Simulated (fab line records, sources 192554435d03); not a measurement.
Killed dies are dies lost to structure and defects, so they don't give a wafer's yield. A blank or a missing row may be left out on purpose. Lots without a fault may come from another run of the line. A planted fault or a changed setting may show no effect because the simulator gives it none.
Which tool did it? | flow n5_finfet | 6 lots, 18 wafers sampled, at 1 step of a route of 1938

WHAT THE GAUGES READ, wafer by wafer
N5_PMOS_HMC_CHANNEL_EPI_OVL_MEAS_10.
lot  | measured    | on         | PMOS_HMC_BLK_OVL (nm)
L396 | day 2 05:23 | overlay-02 | -0.2 0.1 0.6
L398 | day 2 17:15 | overlay-01 | 0.7 0.0 0.2
L403 | day 4 00:41 | overlay-02 | -1.6 -0.3 0.6
L405 | day 4 11:31 | overlay-02 | 0.1 -0.8 0.1
L407 | day 5 01:39 | overlay-02 | -0.6 -1.0 0.0
L414 | day 6 17:26 | overlay-01 | 0.2 1.2 1.1

WHICH TOOL RAN EACH LOT (tool, then ch and the chambers of the sampled wafers, then the start)
The record holds no process step before these readings.

THE ANSWER, worked out from the rows above alone
Rule: what is usual is taken from the lots themselves. Put in order of their means at a reading, lots are off if they are a third of the lots or fewer, leave a main group of 4 or more, and stand apart from it by a gap of 3 or more times the standard deviation of the main group's means; of several such gaps the widest counts. A main group whose means are all the same, to the digits that the tables above print for the reading, isn't used. A lot without any number at a reading at which 4 lots or more have one is off too. The other lots that the step has rows for count as sound.
No lot is off at any reading shown: from this, nothing can be told.

WHAT THE SIMULATOR HAD PUT IN
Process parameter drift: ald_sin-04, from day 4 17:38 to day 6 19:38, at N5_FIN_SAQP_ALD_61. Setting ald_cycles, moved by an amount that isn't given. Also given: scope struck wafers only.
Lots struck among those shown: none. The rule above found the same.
